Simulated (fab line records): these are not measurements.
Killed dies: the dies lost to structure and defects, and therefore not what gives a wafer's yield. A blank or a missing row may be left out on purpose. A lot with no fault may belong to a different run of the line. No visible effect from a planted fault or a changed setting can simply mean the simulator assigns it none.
Code-filled problem report in 8D (eight disciplines) form || flow nandHarc || the parts of the form that need people (team, actions taken, sign-off) are left out

1. PROBLEM STATEMENT
Wafers with no fault read 0.4 with a standard deviation of 0.78, whereas killedAtOther at NHARC_END_SORT_01 reads a mean of 633.0 on 1 wafer of 1 lot. So: +99 or more standard deviations from the usual mean.
The first sign was on wafer L332.5 at day 26 02:13, on prober-01. The record holds 3 wafers of 1 lot with a number at this step. The rule behind "out" and "out of limits": a value lying over 4 standard deviations away from the usual mean. The rest of the wafers with a number are treated as sound.

2. WHAT IT IS AND WHAT IT IS NOT
{"question": "which readings at this step", "is": "killedAtOther, defectLimitedYield, killedDies, sort_bin_2_pct, sortNPass, sortRimYieldPct, sortYieldPct", "is not": "killedAtArray, killedAtPeriphery, killedOpen, killedShort, sort_bin_3_pct, sort_bin_4_pct"}
{"question": "which lots", "is": "L332", "is not": "-"}
{"question": "which wafers of those lots", "is": "L332.5", "is not": "L332.2, L332.4"}
{"question": "read on which gauges", "is": "prober-01", "is not": "-"}
{"question": "when", "is": "from day 26 02:13", "is not": "up to then (2 sound wafers)"}

3. WHAT RULES OUT EACH SUSPECT
Counting: a tool at a process step up to the reading stays a suspect if it ran every lot that is out. Sound lots after the first of them don't rule it out here, since some wafers of a struck lot are sound.
- the gauge at NHARC_END_SORT_01 is ruled out. All the wafers that are out were read on prober-01, but those of them that NHARC_THIN_TSV_ETCH_44 has rows for are out there too, on other tools.
- harCapEtch-02 at NHARC_A_CONTACT_ETCH_139 (etches the open film in C4F8/O2/Ar, time 137 s, target depth 590 nm): kept. It ran the lot that is out, L332 (day 22 12:05).
- rieDiel-05 at NHARC_A_M1_ETCH_28 (etches the open film in CF4/N2, target depth 30 nm, time 72.99 s): kept. It ran the lot that is out, L332 (day 23 06:37). With no start given for some of its lots, NHARC_A_M1_ETCH_28 uses the hours and lot order of NHARC_A_BONDPAD_STRIP_15.
- rieDiel-03 at NHARC_A_BONDPAD_STRIP_15 (strips in O2): kept. It ran the lot that is out, L332 (day 23 06:37).
- rieDiel-09 at NHARC_THIN_TSV_ETCH_44 (etches the open film in CF4/O2, target depth 1594.2 nm, time 797.1 s): kept. It ran the lot that is out, L332 (day 23 22:32). Its own readings are out on those wafers: runLengthS.
- The sound lot-mates ran in chamber 1 of harCapEtch-02 at NHARC_A_CONTACT_ETCH_139, but the wafers that are out ran in chamber 0.
- At NHARC_A_M1_ETCH_28, inside rieDiel-05: chamber 2 took the wafers that are out, while their sound lot-mates went through chambers 0, 3.
- At NHARC_THIN_TSV_ETCH_44, inside rieDiel-09: chamber 0 took the wafers that are out, while their sound lot-mates went through chambers 1, 2.
Left after counting: harCapEtch-02 at NHARC_A_CONTACT_ETCH_139, rieDiel-05 at NHARC_A_M1_ETCH_28, rieDiel-03 at NHARC_A_BONDPAD_STRIP_15, rieDiel-09 at NHARC_THIN_TSV_ETCH_44.

4. THE CAUSE (what the simulator had put in)
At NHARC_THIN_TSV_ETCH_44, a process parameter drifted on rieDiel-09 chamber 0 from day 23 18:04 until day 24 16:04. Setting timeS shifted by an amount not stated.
This tool is one of the 4 suspects left after counting.

5. THE CHAIN OF EFFECTS, in route order
Each row: a reading whose mean over the struck wafers that have a number lies more than 3 standard deviations from the usual. Scope: only readings with a usual standard deviation given in the record; hours: median across lots of the time from each lot's start at the first step in this table that gives one to its start at this step; sigmas: change in usual standard deviations.
{"hours": 0, "step": "NHARC_THIN_TSV_ETCH_44", "reading": "runLengthS", "usual": "818.4 s", "on struck wafers": 665.9, "change": -152.5, "sigmas": "-99 or more"}
{"hours": 52, "step": "NHARC_END_SORT_01", "reading": "defectLimitedYield", "usual": "95.6 %", "on struck wafers": 3.2, "change": -92.4, "sigmas": -58}
{"hours": 52, "step": "NHARC_END_SORT_01", "reading": "killedAtOther", "usual": 0.4, "on struck wafers": 633.0, "change": "+632.6", "sigmas": "+99 or more"}
{"hours": 52, "step": "NHARC_END_SORT_01", "reading": "killedDies", "usual": 29, "on struck wafers": 655, "change": "+626", "sigmas": "+57"}
{"hours": 52, "step": "NHARC_END_SORT_01", "reading": "sort_bin_2_pct", "usual": "1.3 %", "on struck wafers": 94.1, "change": "+92.8", "sigmas": "+99 or more"}
{"hours": 52, "step": "NHARC_END_SORT_01", "reading": "sortNPass", "usual": 648, "on struck wafers": 22, "change": -626, "sigmas": -57}
{"hours": 52, "step": "NHARC_END_SORT_01", "reading": "sortRimYieldPct", "usual": "95 %", "on struck wafers": 9, "change": -86, "sigmas": -25}
{"hours": 52, "step": "NHARC_END_SORT_01", "reading": "sortYieldPct", "usual": "95.6 %", "on struck wafers": 3.2, "change": -92.4, "sigmas": -58}
The process steps in it:
- NHARC_THIN_TSV_ETCH_44: etches the open film in CF4/O2, target depth 1594.2 nm, time 797.1 s.
Readings that are blank on the struck wafers while sound wafers have them: biasW at NHARC_THIN_TSV_ETCH_44.

6. WHAT WOULD HAVE CAUGHT IT SOONER
56 hours passed between the start of the fault at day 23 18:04 and the first reading out of limits at a measuring or inspecting step in this record, taken at day 26 02:13.
The tool's own readings at NHARC_THIN_TSV_ETCH_44 were out on every struck wafer that the step has a row for (runLengthS): an alarm limit on them would have fired on the first of those.
Each of the lots that are out, 1 in all, had begun NHARC_THIN_TSV_ETCH_44 on rieDiel-09 no later than day 26 02:13. None of them would have been spared by holding the tool at that moment.
